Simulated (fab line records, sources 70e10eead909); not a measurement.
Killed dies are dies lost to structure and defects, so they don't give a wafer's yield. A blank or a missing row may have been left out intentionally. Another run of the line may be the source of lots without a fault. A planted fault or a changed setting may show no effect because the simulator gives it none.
Which of the tools did it?	flow nand-harc	20 lots, 60 wafers sampled, at 6 steps of a route of 1302

WHAT THE GAUGES READ, wafer by wafer
Not one reading of a measure or inspect step in the record can be checked against a usual standard deviation.

WHAT TOOL EACH LOT RAN ON (gives the tool, then ch and the chambers of the sampled wafers, and finally the start)
lot	NHARC_A_STAIRCASE_TRIM_229	NHARC_A_STAIRCASE_TRIM_235	NHARC_A_STAIRCASE_STRIP_238	NHARC_A_STAIRCASE_DESCUM_252	NHARC_A_STAIRCASE_DEP_280	NHARC_A_STAIRCASE_ETCH_292
L074	rie-diel-02 ch 1,3, day 15 17:38	rie-diel-02 ch 0,2, day 15 18:54 or earlier	plasma-asher-01 ch 0,1, day 15 18:54	rie-diel-02 ch 0,1,3, day 15 20:26	pecvd-01 ch 1,2, day 16 12:19	rie-diel-04 ch 0,2,3, day 16 13:25
L075	rie-diel-02 ch 0,2, day 16 09:00	rie-diel-02 ch 1,2, day 16 10:10 or earlier	plasma-asher-01 ch 0,1, day 16 10:10	rie-diel-13 ch 1,2, day 16 11:41	pecvd-03 ch 0,1, day 17 01:58	rie-diel-02 ch 0,1,3, day 17 03:02
L077	rie-diel-04 ch 0,1,3, day 17 01:22	rie-diel-04 ch 0,3, day 17 02:25 or earlier	plasma-asher-01 ch 0,1, day 17 02:25	rie-diel-04 ch 0,1,2, day 17 03:57	pecvd-02 ch 0,2, day 17 13:31	rie-diel-04 ch 0,2, day 17 14:34
L076	rie-diel-02 ch 2,3, day 17 01:41	rie-diel-02 ch 1,2, day 17 02:51 or earlier	plasma-asher-02 ch 0,1, day 17 02:51	rie-diel-13 ch 2,3, day 17 04:20	pecvd-03 ch 1,2, day 17 15:55	rie-diel-04 ch 1,2, day 17 16:52
L079	rie-diel-04 ch 0,3, day 18 09:11	rie-diel-04 ch 0,2,3, day 18 10:15 or earlier	plasma-asher-01 ch 0, day 18 10:15	rie-diel-04 ch 0,1,2, day 18 11:47	pecvd-01 ch 0,1, day 19 02:28	rie-diel-02 ch 1,2,3, day 19 03:35
L078	rie-diel-13 ch 0,1,2, day 18 09:59	rie-diel-13 ch 0,3, day 18 11:37 or earlier	plasma-asher-02 ch 0,1, day 18 11:37	rie-diel-04 ch 2,3, day 18 13:02	pecvd-01 ch 0,1, day 19 04:14	rie-diel-02 ch 0,3, day 19 05:13
L080	rie-diel-04 ch 1,2,3, day 19 04:58	rie-diel-04 ch 0,1,2, day 19 06:32 or earlier	plasma-asher-01 ch 0,1, day 19 06:32	rie-diel-13 ch 0,2,3, day 19 07:56	pecvd-03 ch 0,1,2, day 19 19:25	rie-diel-02 ch 0,3, day 19 21:08
L082	rie-diel-02 ch 0,2, day 19 11:47	rie-diel-02 ch 0,1,3, day 19 12:55 or earlier	plasma-asher-01 ch 0,1, day 19 12:55	rie-diel-02 ch 1,3, day 19 14:19	pecvd-01 ch 1,2, day 20 00:24	rie-diel-04 ch 1,2, day 20 01:26
L081	rie-diel-02 ch 0,2,3, day 19 23:32	rie-diel-02 ch 1,2,3, day 20 00:38 or earlier	plasma-asher-01 ch 1, day 20 00:38	rie-diel-02 ch 2,3, day 20 02:00	pecvd-03 ch 0,2, day 20 10:47	rie-diel-13 ch 1,2,3, day 20 11:58
L085	rie-diel-04 ch 0,2, day 20 13:58	rie-diel-04 ch 0,1,3, day 20 15:08 or earlier	plasma-asher-01 ch 0,1, day 20 15:08	rie-diel-02 ch 0,1,3, day 20 16:34	pecvd-02 ch 0,1,2, day 21 02:12	rie-diel-13 ch 0,1,2, day 21 03:07
L087	rie-diel-04 ch 0,1, day 20 20:21	rie-diel-04 ch 0,1,2, day 20 21:26 or earlier	plasma-asher-01 ch 0,1, day 20 21:26	rie-diel-04 ch 2,3, day 20 22:50	pecvd-02 ch 1,2, day 21 15:43	rie-diel-04 ch 0,2,3, day 21 16:44
L086	rie-diel-13 ch 0,1, day 20 20:50	rie-diel-13 ch 1,2, day 20 22:05 or earlier	plasma-asher-02 ch 0,1, day 20 22:05	rie-diel-04 ch 1,2,3, day 20 23:31	pecvd-02 ch 0,1,2, day 21 13:50	rie-diel-02 ch 0,1,3, day 21 14:50
L089	rie-diel-02 ch 0,3, day 21 16:41	rie-diel-02 ch 0,1,2, day 21 17:49 or earlier	plasma-asher-02 ch 0,1, day 21 17:49	rie-diel-04 ch 0,3, day 21 19:19	pecvd-02 ch 0,1,2, day 22 11:02	rie-diel-13 ch 1,2, day 22 12:07
L088	rie-diel-13 ch 0,1,2, day 21 18:20	rie-diel-13 ch 0,1,2, day 21 19:56 or earlier	plasma-asher-02 ch 0, day 21 19:56	rie-diel-04 ch 0,1, day 21 21:20	pecvd-02 ch 1,2, day 22 13:38	rie-diel-13 ch 1,2,3, day 22 14:38
L090	rie-diel-04 ch 0,1,3, day 23 01:07	rie-diel-04 ch 1,3, day 23 02:36 or earlier	plasma-asher-01 ch 0,1, day 23 02:36	rie-diel-13 ch 2,3, day 23 04:54	pecvd-01 ch 1,2, day 23 16:35	rie-diel-02 ch 0,1,2, day 23 17:46
L091	rie-diel-04 ch 0,3, day 23 02:40	rie-diel-04 ch 0,1, day 23 03:58 or earlier	plasma-asher-02 ch 0,1, day 23 03:58	rie-diel-13 ch 0,1,2, day 23 05:26	pecvd-02 ch 0,1,2, day 23 16:23	rie-diel-13 ch 2,3, day 23 17:29
L092	rie-diel-04 ch 0,2,3, day 23 22:07	rie-diel-04 ch 0,1,2, day 23 23:26 or earlier	plasma-asher-01 ch 0,1, day 23 23:26	rie-diel-02 ch 0,3, day 24 00:54	pecvd-02 ch 0,2, day 24 16:01	rie-diel-13 ch 0,1,2, day 24 17:05
L094	rie-diel-02 ch 1,3, day 24 03:25	rie-diel-02 ch 0,2,3, day 24 04:32 or earlier	plasma-asher-01 ch 0,1, day 24 04:32	rie-diel-04 ch 1,2, day 24 05:56	pecvd-02 ch 1,2, day 24 19:27	rie-diel-04 ch 1,3, day 24 20:28
L097	rie-diel-04 ch 0,1,2, day 25 07:30	rie-diel-04 ch 0,2,3, day 25 08:39 or earlier	plasma-asher-02 ch 0,1, day 25 08:39	rie-diel-02 ch 1,2,3, day 25 10:10	pecvd-01 ch 0,1,2, day 25 23:26	rie-diel-02 ch 1,2,3, day 26 00:23
L096	rie-diel-02 ch 0,2,3, day 25 11:57	rie-diel-02 ch 0,1,2, day 25 12:59 or earlier	plasma-asher-02 ch 1, day 25 12:59	rie-diel-02 ch 0,1, day 25 14:32	pecvd-01 ch 1,2, day 25 23:56	rie-diel-13 ch 1,2,3, day 26 00:59
- NHARC_A_STAIRCASE_TRIM_229: chemistry O2, time 211.2 s.
- NHARC_A_STAIRCASE_TRIM_235: chemistry O2, time 211.2 s.
- NHARC_A_STAIRCASE_STRIP_238: strips in O2.
- NHARC_A_STAIRCASE_DESCUM_252: chemistry O2, time 3 s.
- NHARC_A_STAIRCASE_DEP_280: deposits SiON, target thk 30 nm.
- NHARC_A_STAIRCASE_ETCH_292: etches the open film in CF4/CHF3.

AS READ BY THE TOOLS THEMSELVES (means over the sampled wafers that have a number; for cases with no such wafer, the mark the record gives instead)
NHARC_A_STAIRCASE_TRIM_229.
lot	tool	drypump-motor-current-A (A)	mfc-ar-sccm (sccm)	oes-product-au (a.u.)	rf-vpp-V (V)	showerhead-plenum-p-Torr (Torr)	throttle-valve-pct (%)
L074	rie-diel-02	5.3	0.005	0.983	57.4	3.44	17.037
L075	rie-diel-02	6.0	0.003	1.011	57.5	3.61	17.036
L077	rie-diel-04	5.6	0.012	1.001	58.4	3.57	17.037
L076	rie-diel-02	5.2	0.007	1.001	57.2	3.49	17.049
L079	rie-diel-04	5.4	0.014	1.002	59.0	3.70	17.031
L078	rie-diel-13	5.9	0.006	1.002	58.0	3.64	17.043
L080	rie-diel-04	5.5	0.014	1.006	58.1	3.54	17.035
L082	rie-diel-02	6.0	0.003	0.988	57.6	3.59	17.026
L081	rie-diel-02	5.6	0.003	0.988	58.9	3.54	17.034
L085	rie-diel-04	5.2	0.007	0.992	57.7	3.62	17.035
L087	rie-diel-04	5.8	0.002	1.007	57.4	3.40	17.032
L086	rie-diel-13	5.9	0.000	1.006	57.6	3.72	17.038
L089	rie-diel-02	6.0	0.000	0.989	57.4	3.59	17.043
L088	rie-diel-13	5.9	0.006	1.002	58.4	3.63	17.022
L090	rie-diel-04	5.6	0.012	1.003	58.8	3.55	17.039
L091	rie-diel-04	5.4	0.014	0.989	58.4	3.68	17.031
L092	rie-diel-04	5.3	0.016	1.008	58.3	3.64	17.040
L094	rie-diel-02	5.5	0.010	0.988	57.4	3.68	17.031
L097	rie-diel-04	5.4	0.006	0.996	57.6	3.66	17.037
L096	rie-diel-02	5.6	0.003	0.995	57.6	3.52	17.035

NHARC_A_STAIRCASE_TRIM_235.
lot	tool	drypump-motor-current-A (A)	mfc-ar-sccm (sccm)	oes-product-au (a.u.)	rf-vpp-V (V)	showerhead-plenum-p-Torr (Torr)	throttle-valve-pct (%)
L074	rie-diel-02	6.0	0.003	1.006	58.2	3.61	17.031
L075	rie-diel-02	5.6	0.013	1.004	57.2	3.34	17.023
L077	rie-diel-04	5.4	0.014	0.995	57.8	3.70	17.041
L076	rie-diel-02	5.4	0.012	0.998	58.7	3.40	17.034
L079	rie-diel-04	5.2	0.016	0.999	57.3	3.67	17.039
L078	rie-diel-13	5.4	0.000	1.002	57.9	3.61	17.026
L080	rie-diel-04	5.4	0.006	1.008	57.8	3.50	17.037
L082	rie-diel-02	5.7	0.005	0.987	58.2	3.65	17.040
L081	rie-diel-02	5.4	0.008	0.992	57.4	3.59	17.049
L085	rie-diel-04	5.6	0.012	1.003	58.5	3.56	17.044
L087	rie-diel-04	5.4	0.006	0.998	58.4	3.50	17.035
L086	rie-diel-13	6.1	0.006	1.003	58.7	3.68	17.038
L089	rie-diel-02	5.8	0.008	0.979	56.9	3.63	17.036
L088	rie-diel-13	5.8	0.006	1.004	58.4	3.63	17.034
L090	rie-diel-04	5.7	0.021	1.000	57.8	3.59	17.044
L091	rie-diel-04	5.8	0.002	1.007	57.3	3.39	17.042
L092	rie-diel-04	5.4	0.006	0.998	58.2	3.66	17.030
L094	rie-diel-02	5.6	0.003	0.996	58.1	3.52	17.035
L097	rie-diel-04	5.2	0.016	0.993	57.9	3.64	17.033
L096	rie-diel-02	5.8	0.008	0.995	58.2	3.61	17.038

NHARC_A_STAIRCASE_STRIP_238.
lot	tool	drypump-motor-current-A (A)	heater-power-w (W)
L074	plasma-asher-01	5.9	338
L075	plasma-asher-01	5.8	349
L077	plasma-asher-01	5.8	349
L076	plasma-asher-02	6.0	373
L079	plasma-asher-01	6.1	332
L078	plasma-asher-02	6.2	351
L080	plasma-asher-01	5.9	348
L082	plasma-asher-01	6.0	340
L081	plasma-asher-01	5.8	359
L085	plasma-asher-01	6.0	336
L087	plasma-asher-01	6.0	335
L086	plasma-asher-02	6.2	344
L089	plasma-asher-02	6.3	345
L088	plasma-asher-02	5.7	385
L090	plasma-asher-01	5.9	327
L091	plasma-asher-02	6.2	342
L092	plasma-asher-01	5.8	338
L094	plasma-asher-01	5.9	330
L097	plasma-asher-02	6.2	340
L096	plasma-asher-02	6.5	324

NHARC_A_STAIRCASE_DESCUM_252.
lot	tool	drypump-motor-current-A (A)	mfc-ar-sccm (sccm)	oes-product-au (a.u.)	rf-vpp-V (V)	showerhead-plenum-p-Torr (Torr)	throttle-valve-pct (%)
L074	rie-diel-02	5.7	0.005	1.001	57.1	1.89	11.316
L075	rie-diel-13	6.0	0.006	1.004	58.1	2.01	11.308
L077	rie-diel-04	5.4	0.006	1.004	59.1	1.90	11.312
L076	rie-diel-13	5.5	0.006	1.007	58.5	1.93	11.315
L079	rie-diel-04	5.4	0.006	1.004	58.2	1.90	11.319
L078	rie-diel-04	5.1	0.018	0.999	57.8	1.98	11.307
L080	rie-diel-13	5.6	0.006	0.996	57.8	1.94	11.316
L082	rie-diel-02	5.3	0.005	0.991	57.8	1.96	11.308
L081	rie-diel-02	5.2	0.007	0.991	57.3	1.89	11.311
L085	rie-diel-02	5.7	0.005	0.993	57.7	1.98	11.313
L087	rie-diel-04	5.3	0.025	1.003	58.6	2.01	11.317
L086	rie-diel-04	5.5	0.014	1.009	57.9	1.92	11.307
L089	rie-diel-04	5.4	0.014	0.993	57.7	2.00	11.306
L088	rie-diel-04	5.8	0.002	0.999	57.6	1.83	11.311
L090	rie-diel-13	5.7	0.011	1.008	56.8	1.90	11.315
L091	rie-diel-13	5.9	0.006	0.998	57.9	1.97	11.302
L092	rie-diel-02	6.0	0.000	0.995	57.4	1.94	11.315
L094	rie-diel-04	5.6	0.004	1.004	58.3	2.02	11.296
L097	rie-diel-02	5.4	0.008	0.987	57.8	1.93	11.308
L096	rie-diel-02	6.2	0.005	1.002	58.9	2.00	11.295

NHARC_A_STAIRCASE_DEP_280.
lot	tool	heater-power-w (W)	showerhead-vpp-V (V)	susceptor-temp-C (C)
L074	pecvd-01	805	1133	399.86
L075	pecvd-03	725	1226	399.89
L077	pecvd-02	644	1131	399.97
L076	pecvd-03	882	1183	399.89
L079	pecvd-01	722	1165	400.10
L078	pecvd-01	721	1170	399.80
L080	pecvd-03	825	1217	400.27
L082	pecvd-01	753	1125	400.07
L081	pecvd-03	690	1255	399.95
L085	pecvd-02	752	1109	399.73
L087	pecvd-02	674	1135	400.05
L086	pecvd-02	694	1108	399.74
L089	pecvd-02	731	1099	400.03
L088	pecvd-02	764	1140	399.90
L090	pecvd-01	810	1143	399.99
L091	pecvd-02	702	1108	399.80
L092	pecvd-02	637	1109	399.96
L094	pecvd-02	667	1129	400.15
L097	pecvd-01	759	1143	399.97
L096	pecvd-01	723	1130	399.91

NHARC_A_STAIRCASE_ETCH_292.
lot	tool	chf3-flow-sccm (sccm)	drypump-motor-current-A (A)	mfc-ar-sccm (sccm)	oes-product-au (a.u.)	rf-vpp-V (V)	showerhead-plenum-p-Torr (Torr)	throttle-valve-pct (%)
L074	rie-diel-04	30.02	5.2	0.016	0.966	373.2	1.64	16.799
L075	rie-diel-02	30.06	5.7	0.005	0.923	369.5	1.55	16.800
L077	rie-diel-04	30.05	5.2	0.007	0.925	371.2	1.62	16.799
L076	rie-diel-04	29.93	5.2	0.008	0.947	368.9	1.55	16.798
L079	rie-diel-02	30.02	5.4	0.008	0.916	371.2	1.60	16.792
L078	rie-diel-02	29.94	5.5	0.000	0.924	371.2	1.58	16.800
L080	rie-diel-02	30.00	5.5	0.000	0.915	371.4	1.58	16.797
L082	rie-diel-04	29.91	5.6	0.004	0.988	367.4	1.50	16.811
L081	rie-diel-13	29.98	5.7	0.006	0.926	371.5	1.61	16.807
L085	rie-diel-13	30.05	5.9	0.006	0.956	372.6	1.62	16.802
L087	rie-diel-04	29.97	5.2	0.016	0.920	371.9	1.63	16.801
L086	rie-diel-02	30.02	5.7	0.005	0.929	372.6	1.63	16.813
L089	rie-diel-13	30.06	6.1	0.011	0.981	371.9	1.59	16.799
L088	rie-diel-13	30.04	5.8	0.006	0.953	371.5	1.61	16.803
L090	rie-diel-02	29.94	5.8	0.008	0.913	371.9	1.61	16.808
L091	rie-diel-13	29.97	5.7	0.011	0.926	370.2	1.56	16.808
L092	rie-diel-13	29.94	5.9	0.006	0.928	372.0	1.61	16.799
L094	rie-diel-04	30.03	5.8	0.010	0.938	375.0	1.69	16.803
L097	rie-diel-02	30.00	5.4	0.008	0.920	371.4	1.59	16.804
L096	rie-diel-13	30.03	5.8	0.006	0.967	371.5	1.60	16.806

THE ANSWER, worked out from the rows above alone
Rule: the lots themselves supply what counts as usual. The widest of any qualifying gaps counts: lots, ordered by their means at a reading, are off when they make up no more than a third of the lots, leave a main group of 4 or more, and stand apart from it by 3 or more times the standard deviation of that group's means. If all means in a main group match to the digits the tables above print for the reading, that group is not used. Also off: a lot with no number at a reading for which 4 or more lots have one. The other lots that the step has rows for count as sound. The gauges are gone through in route order, then the tools' own readings, and for those a lot's mean is taken as printed above. At the first step where some lot is off, the reading lying furthest off is the one used; lots without a number count as furthest.
None of the lots is off at any reading shown; this tells nothing.

WHAT THE SIMULATOR PUT IN
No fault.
